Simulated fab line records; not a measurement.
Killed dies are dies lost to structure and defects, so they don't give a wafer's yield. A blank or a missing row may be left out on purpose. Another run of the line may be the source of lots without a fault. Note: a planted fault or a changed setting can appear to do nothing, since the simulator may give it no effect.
Which of the tools did it? || flow n5_finfet || Sampling: 10 lots, 30 wafers, 5 of 1938 route steps

== WHAT EACH GAUGE READ, for each wafer ==
N5_BEOL_M4_THK_MEAS_01. Usual: for M4_ILD_THK the level is 78.7 nm and the standard deviation is 1.2.
{"lot": "L434", "measured": "day 7 08:26", "on": "film_metro-02", "M4_ILD_THK (nm)": "77.5 78.1 78.0", "flag": ""}
{"lot": "L435", "measured": "day 7 14:12", "on": "film_metro-02", "M4_ILD_THK (nm)": "78.7 78.3 80.9", "flag": ""}
{"lot": "L437", "measured": "day 8 00:28", "on": "film_metro-02", "M4_ILD_THK (nm)": "79.0 79.4 81.6", "flag": ""}
{"lot": "L440", "measured": "day 9 18:13", "on": "film_metro-01", "M4_ILD_THK (nm)": "77.7 78.8 79.3", "flag": ""}
{"lot": "L441", "measured": "day 9 21:47", "on": "film_metro-01", "M4_ILD_THK (nm)": "76.2 75.6 78.2", "flag": ""}
{"lot": "L442", "measured": "day 9 23:07", "on": "film_metro-01", "M4_ILD_THK (nm)": "78.4 79.5 80.3", "flag": ""}
{"lot": "L443", "measured": "day 10 06:11", "on": "film_metro-02", "M4_ILD_THK (nm)": "79.7 79.3 79.5", "flag": ""}
{"lot": "L448", "measured": "day 11 02:52", "on": "film_metro-01", "M4_ILD_THK (nm)": "80.1 81.3 82.3", "flag": ""}
{"lot": "L447", "measured": "day 11 09:18", "on": "film_metro-01", "M4_ILD_THK (nm)": "77.7 79.9 79.6", "flag": ""}
{"lot": "L452", "measured": "day 12 09:26", "on": "film_metro-02", "M4_ILD_THK (nm)": "78.8 80.4 80.5", "flag": ""}

N5_BEOL_M4_RC_MEAS_101. Usual: DIBL_N 36.4 mV/V, standard deviation 2.7; DIBL_P 36 mV/V, standard deviation 3.2; IOFF_N 0.16 nA/um, standard deviation 0.046; IOFF_P 0.21 nA/um, standard deviation 0.055; ION_N 677 uA/um, standard deviation 15; ION_P 464 uA/um, standard deviation 11; SS_N 71.5 mV/dec, standard deviation 0.79; SS_P 73.3 mV/dec, standard deviation 0.93; VT_N 250 mV, standard deviation 4.1; VT_P -251 mV, standard deviation 4.4.
{"lot": "L434", "measured": "day 7 20:13", "on": "prober-01", "DIBL_N (mV/V)": "34.9 36.4 39.0", "DIBL_P (mV/V)": "35 37 41", "IOFF_N (nA/um)": "0.14 0.18 0.23", "IOFF_P (nA/um)": "0.22 0.26 0.35", "ION_N (uA/um)": "670 683 690", "ION_P (uA/um)": "466 472 470", "SS_N (mV/dec)": "72.1 72.4 72.5", "SS_P (mV/dec)": "73.6 73.2 75.1", "VT_N (mV)": "251 247 247", "VT_P (mV)": "-247 -245 -240", "flag": ""}
{"lot": "L435", "measured": "day 7 22:32", "on": "prober-02", "DIBL_N (mV/V)": "37.0 43.5 39.5", "DIBL_P (mV/V)": "35 44 38", "IOFF_N (nA/um)": "0.16 0.32 0.22", "IOFF_P (nA/um)": "0.21 0.42 0.29", "ION_N (uA/um)": "680 733 692", "ION_P (uA/um)": "467 500 479", "SS_N (mV/dec)": "71.0 72.7 71.5", "SS_P (mV/dec)": "73.8 76.2 73.5", "VT_N (mV)": "249 242 244", "VT_P (mV)": "-249 -240 -245", "flag": ""}
{"lot": "L437", "measured": "day 8 21:05", "on": "prober-01", "DIBL_N (mV/V)": "38.3 37.2 35.4", "DIBL_P (mV/V)": "40 38 36", "IOFF_N (nA/um)": "0.22 0.19 0.16", "IOFF_P (nA/um)": "0.36 0.28 0.26", "ION_N (uA/um)": "695 691 682", "ION_P (uA/um)": "487 478 481", "SS_N (mV/dec)": "72.9 72.2 72.0", "SS_P (mV/dec)": "73.0 73.6 73.0", "VT_N (mV)": "242 245 248", "VT_P (mV)": "-239 -242 -243", "flag": ""}
{"lot": "L440", "measured": "day 10 10:13", "on": "prober-02", "DIBL_N (mV/V)": "31.4 31.9 34.2", "DIBL_P (mV/V)": "30 31 34", "IOFF_N (nA/um)": "0.10 0.11 0.12", "IOFF_P (nA/um)": "0.14 0.14 0.17", "ION_N (uA/um)": "677 659 652", "ION_P (uA/um)": "464 458 451", "SS_N (mV/dec)": "70.5 70.4 71.1", "SS_P (mV/dec)": "72.7 72.8 73.1", "VT_N (mV)": "257 256 257", "VT_P (mV)": "-254 -254 -257", "flag": ""}
{"lot": "L441", "measured": "day 10 16:34", "on": "prober-01", "DIBL_N (mV/V)": "32.3 36.5 33.2", "DIBL_P (mV/V)": "32 38 33", "IOFF_N (nA/um)": "0.10 0.17 0.11", "IOFF_P (nA/um)": "0.15 0.23 0.16", "ION_N (uA/um)": "669 687 665", "ION_P (uA/um)": "465 472 458", "SS_N (mV/dec)": "70.9 71.7 70.6", "SS_P (mV/dec)": "71.4 72.6 71.4", "VT_N (mV)": "255 248 251", "VT_P (mV)": "-253 -250 -252", "flag": ""}
{"lot": "L442", "measured": "day 10 14:48", "on": "prober-02", "DIBL_N (mV/V)": "38.0 36.2 37.5", "DIBL_P (mV/V)": "36 36 36", "IOFF_N (nA/um)": "0.17 0.13 0.17", "IOFF_P (nA/um)": "0.23 0.22 0.21", "ION_N (uA/um)": "672 671 683", "ION_P (uA/um)": "461 461 460", "SS_N (mV/dec)": "72.2 71.8 72.0", "SS_P (mV/dec)": "73.8 72.7 73.7", "VT_N (mV)": "249 255 249", "VT_P (mV)": "-250 -250 -252", "flag": ""}
{"lot": "L443", "measured": "day 10 19:54", "on": "prober-01", "DIBL_N (mV/V)": "37.4 38.3 39.2", "DIBL_P (mV/V)": "37 37 40", "IOFF_N (nA/um)": "0.14 0.16 0.18", "IOFF_P (nA/um)": "0.21 0.23 0.28", "ION_N (uA/um)": "667 686 690", "ION_P (uA/um)": "468 472 473", "SS_N (mV/dec)": "71.6 71.9 71.7", "SS_P (mV/dec)": "73.1 73.2 74.1", "VT_N (mV)": "254 251 247", "VT_P (mV)": "-250 -249 -247", "flag": ""}
{"lot": "L448", "measured": "day 11 17:33", "on": "prober-02", "DIBL_N (mV/V)": "33.3 38.7 36.7", "DIBL_P (mV/V)": "34 39 35", "IOFF_N (nA/um)": "0.12 0.24 0.18", "IOFF_P (nA/um)": "0.18 0.25 0.19", "ION_N (uA/um)": "656 684 653", "ION_P (uA/um)": "454 456 445", "SS_N (mV/dec)": "71.3 72.1 72.6", "SS_P (mV/dec)": "73.1 75.0 73.5", "VT_N (mV)": "254 244 252", "VT_P (mV)": "-254 -251 -254", "flag": ""}
{"lot": "L447", "measured": "day 11 23:30", "on": "prober-01", "DIBL_N (mV/V)": "34.6 39.2 42.8", "DIBL_P (mV/V)": "35 41 45", "IOFF_N (nA/um)": "0.13 0.20 0.29", "IOFF_P (nA/um)": "0.16 0.24 0.35", "ION_N (uA/um)": "667 671 698", "ION_P (uA/um)": "461 459 474", "SS_N (mV/dec)": "71.4 72.4 73.4", "SS_P (mV/dec)": "72.8 74.0 75.4", "VT_N (mV)": "254 251 245", "VT_P (mV)": "-254 -249 -246", "flag": ""}
{"lot": "L452", "measured": "day 12 22:44", "on": "prober-02", "DIBL_N (mV/V)": "34.7 37.8 34.3", "DIBL_P (mV/V)": "35 41 36", "IOFF_N (nA/um)": "0.13 0.18 0.12", "IOFF_P (nA/um)": "0.14 0.22 0.16", "ION_N (uA/um)": "667 671 658", "ION_P (uA/um)": "445 450 445", "SS_N (mV/dec)": "71.0 72.3 71.2", "SS_P (mV/dec)": "72.4 73.9 72.7", "VT_N (mV)": "255 251 254", "VT_P (mV)": "-255 -253 -258", "flag": ""}

== WHAT TOOL EACH LOT RAN ON (gives the tool, then ch and the chambers of the sampled wafers, and finally the start) ==
{"lot": "L434", "N5_BEOL_M3_SPUTTER_90": "pvd_sputter-01, day 7 06:32", "N5_BEOL_M3_ANNEAL_93": "pvd_sputter-01, day 7 06:50", "N5_BEOL_M4_PECVD_72": "pecvd-04 ch 0,1, day 7 08:28"}
{"lot": "L435", "N5_BEOL_M3_SPUTTER_90": "pvd_sputter-01, day 7 12:22", "N5_BEOL_M3_ANNEAL_93": "pvd_sputter-01, day 7 12:40", "N5_BEOL_M4_PECVD_72": "pecvd-03 ch 0,1, day 7 14:14"}
{"lot": "L437", "N5_BEOL_M3_SPUTTER_90": "pvd_sputter-03, day 7 22:30", "N5_BEOL_M3_ANNEAL_93": "pvd_sputter-03, day 7 22:48", "N5_BEOL_M4_PECVD_72": "pecvd-01 ch 0,2, day 8 00:30"}
{"lot": "L440", "N5_BEOL_M3_SPUTTER_90": "pvd_sputter-03, day 9 16:21", "N5_BEOL_M3_ANNEAL_93": "pvd_sputter-03, day 9 16:39", "N5_BEOL_M4_PECVD_72": "pecvd-01 ch 0,2, day 9 18:14"}
{"lot": "L441", "N5_BEOL_M3_SPUTTER_90": "pvd_sputter-02, day 9 19:56", "N5_BEOL_M3_ANNEAL_93": "pvd_sputter-02, day 9 20:14", "N5_BEOL_M4_PECVD_72": "pecvd-04 ch 0,1,2, day 9 21:49"}
{"lot": "L442", "N5_BEOL_M3_SPUTTER_90": "pvd_sputter-01, day 9 21:16", "N5_BEOL_M3_ANNEAL_93": "pvd_sputter-01, day 9 21:34", "N5_BEOL_M4_PECVD_72": "pecvd-04 ch 1,2, day 9 23:09"}
{"lot": "L443", "N5_BEOL_M3_SPUTTER_90": "pvd_sputter-03, day 10 04:17", "N5_BEOL_M3_ANNEAL_93": "pvd_sputter-03, day 10 04:35", "N5_BEOL_M4_PECVD_72": "pecvd-04 ch 0,2, day 10 06:13"}
{"lot": "L448", "N5_BEOL_M3_SPUTTER_90": "pvd_sputter-03, day 11 01:02", "N5_BEOL_M3_ANNEAL_93": "pvd_sputter-03, day 11 01:20", "N5_BEOL_M4_PECVD_72": "pecvd-04 ch 0,1, day 11 02:55"}
{"lot": "L447", "N5_BEOL_M3_SPUTTER_90": "pvd_sputter-03, day 11 07:27", "N5_BEOL_M3_ANNEAL_93": "pvd_sputter-03, day 11 07:45", "N5_BEOL_M4_PECVD_72": "pecvd-04 ch 0,1,2, day 11 09:20"}
{"lot": "L452", "N5_BEOL_M3_SPUTTER_90": "pvd_sputter-01, day 12 07:34", "N5_BEOL_M3_ANNEAL_93": "pvd_sputter-01, day 12 07:52", "N5_BEOL_M4_PECVD_72": "pecvd-01 ch 0,2, day 12 09:28"}
- N5_BEOL_M3_SPUTTER_90: material Cu, target thk 4.5 nm, time 8.29 s.
- N5_BEOL_M3_ANNEAL_93: time 240 s.
- N5_BEOL_M4_PECVD_72: deposits SiO2 from TEOS/O2, target thk 16 nm, time 18 s.

== WHAT THE TOOLS THEMSELVES READ (means of the sampled wafers that have a number; where no wafer has one, the mark that the record gives instead) ==
N5_BEOL_M3_SPUTTER_90. Usual: 29.8 % for throttle_valve_pct, sd 1.1.
{"lot": "L434", "tool": "pvd_sputter-01", "throttle_valve_pct (%)": 29.3, "flag": ""}
{"lot": "L435", "tool": "pvd_sputter-01", "throttle_valve_pct (%)": 29.2, "flag": ""}
{"lot": "L437", "tool": "pvd_sputter-03", "throttle_valve_pct (%)": 30.1, "flag": ""}
{"lot": "L440", "tool": "pvd_sputter-03", "throttle_valve_pct (%)": 29.2, "flag": ""}
{"lot": "L441", "tool": "pvd_sputter-02", "throttle_valve_pct (%)": 29.5, "flag": ""}
{"lot": "L442", "tool": "pvd_sputter-01", "throttle_valve_pct (%)": 29.5, "flag": ""}
{"lot": "L443", "tool": "pvd_sputter-03", "throttle_valve_pct (%)": 28.2, "flag": ""}
{"lot": "L448", "tool": "pvd_sputter-03", "throttle_valve_pct (%)": 30.6, "flag": ""}
{"lot": "L447", "tool": "pvd_sputter-03", "throttle_valve_pct (%)": 29.3, "flag": ""}
{"lot": "L452", "tool": "pvd_sputter-01", "throttle_valve_pct (%)": 29.4, "flag": ""}

N5_BEOL_M3_ANNEAL_93. Usual: 824 W for heater_power_w, sd 62.
{"lot": "L434", "tool": "pvd_sputter-01", "heater_power_w (W)": 820, "flag": ""}
{"lot": "L435", "tool": "pvd_sputter-01", "heater_power_w (W)": 832, "flag": ""}
{"lot": "L437", "tool": "pvd_sputter-03", "heater_power_w (W)": 811, "flag": ""}
{"lot": "L440", "tool": "pvd_sputter-03", "heater_power_w (W)": 787, "flag": ""}
{"lot": "L441", "tool": "pvd_sputter-02", "heater_power_w (W)": 832, "flag": ""}
{"lot": "L442", "tool": "pvd_sputter-01", "heater_power_w (W)": 838, "flag": ""}
{"lot": "L443", "tool": "pvd_sputter-03", "heater_power_w (W)": 789, "flag": ""}
{"lot": "L448", "tool": "pvd_sputter-03", "heater_power_w (W)": 889, "flag": ""}
{"lot": "L447", "tool": "pvd_sputter-03", "heater_power_w (W)": 789, "flag": ""}
{"lot": "L452", "tool": "pvd_sputter-01", "heater_power_w (W)": 828, "flag": ""}

N5_BEOL_M4_PECVD_72. Usual: chamber_pressure_Torr 5.498 Torr, standard deviation 0.013; heater_power_w 714 W, standard deviation 85; showerhead_plenum_p_Torr 8.80 Torr, standard deviation 0.048; susceptor_temp_C 400.00 C, standard deviation 0.25; throttle_valve_pct 22.4 %, standard deviation 1.1.
{"lot": "L434", "tool": "pecvd-04", "chamber_pressure_Torr (Torr)": 5.496, "heater_power_w (W)": 770, "showerhead_plenum_p_Torr (Torr)": 8.79, "susceptor_temp_C (C)": 399.85, "throttle_valve_pct (%)": 23.4, "flag": ""}
{"lot": "L435", "tool": "pecvd-03", "chamber_pressure_Torr (Torr)": 5.511, "heater_power_w (W)": 575, "showerhead_plenum_p_Torr (Torr)": 8.80, "susceptor_temp_C (C)": 399.99, "throttle_valve_pct (%)": 21.8, "flag": ""}
{"lot": "L437", "tool": "pecvd-01", "chamber_pressure_Torr (Torr)": 5.498, "heater_power_w (W)": 706, "showerhead_plenum_p_Torr (Torr)": 8.80, "susceptor_temp_C (C)": 400.11, "throttle_valve_pct (%)": 21.8, "flag": ""}
{"lot": "L440", "tool": "pecvd-01", "chamber_pressure_Torr (Torr)": 5.503, "heater_power_w (W)": 697, "showerhead_plenum_p_Torr (Torr)": 8.84, "susceptor_temp_C (C)": 399.95, "throttle_valve_pct (%)": 21.6, "flag": ""}
{"lot": "L441", "tool": "pecvd-04", "chamber_pressure_Torr (Torr)": 5.495, "heater_power_w (W)": 721, "showerhead_plenum_p_Torr (Torr)": 8.81, "susceptor_temp_C (C)": 399.90, "throttle_valve_pct (%)": 22.9, "flag": ""}
{"lot": "L442", "tool": "pecvd-04", "chamber_pressure_Torr (Torr)": 5.498, "heater_power_w (W)": 748, "showerhead_plenum_p_Torr (Torr)": 8.81, "susceptor_temp_C (C)": 399.89, "throttle_valve_pct (%)": 23.8, "flag": ""}
{"lot": "L443", "tool": "pecvd-04", "chamber_pressure_Torr (Torr)": 5.499, "heater_power_w (W)": 718, "showerhead_plenum_p_Torr (Torr)": 8.82, "susceptor_temp_C (C)": 399.86, "throttle_valve_pct (%)": 21.8, "flag": ""}
{"lot": "L448", "tool": "pecvd-04", "chamber_pressure_Torr (Torr)": 5.500, "heater_power_w (W)": 751, "showerhead_plenum_p_Torr (Torr)": 8.80, "susceptor_temp_C (C)": 401.64, "throttle_valve_pct (%)": 23.6, "flag": "OFF"}
{"lot": "L447", "tool": "pecvd-04", "chamber_pressure_Torr (Torr)": 5.503, "heater_power_w (W)": 735, "showerhead_plenum_p_Torr (Torr)": 8.82, "susceptor_temp_C (C)": 401.22, "throttle_valve_pct (%)": 22.7, "flag": "OFF"}
{"lot": "L452", "tool": "pecvd-01", "chamber_pressure_Torr (Torr)": 5.502, "heater_power_w (W)": 757, "showerhead_plenum_p_Torr (Torr)": 8.80, "susceptor_temp_C (C)": 400.00, "throttle_valve_pct (%)": 21.5, "flag": ""}

== THE ANSWER, worked out from the rows above alone ==
Rule: lot off if the mean of its wafers having a number is beyond 3 standard deviations from the usual mean. Also off: a lot with no number at a reading for which 4 or more lots have one. All remaining lots with rows at the step are treated as sound. First the gauges in route order, then the tools' own readings, where a lot's mean is used as printed above. The first step at which some lot is off is used, and at that step the reading that is off furthest; a lot without a number counts as furthest.
Off, at N5_BEOL_M4_PECVD_72 on susceptor_temp_C: L448, L447.
A tool fits if, at that step or a process step before it, it ran every lot that is off, and no sound lot after the first of them. Can't be told from this: 2 tools fit, pvd_sputter-03 at N5_BEOL_M3_SPUTTER_90 and N5_BEOL_M3_ANNEAL_93, pecvd-04 at N5_BEOL_M4_PECVD_72.

== WHAT THE SIMULATOR HAD PUT IN ==
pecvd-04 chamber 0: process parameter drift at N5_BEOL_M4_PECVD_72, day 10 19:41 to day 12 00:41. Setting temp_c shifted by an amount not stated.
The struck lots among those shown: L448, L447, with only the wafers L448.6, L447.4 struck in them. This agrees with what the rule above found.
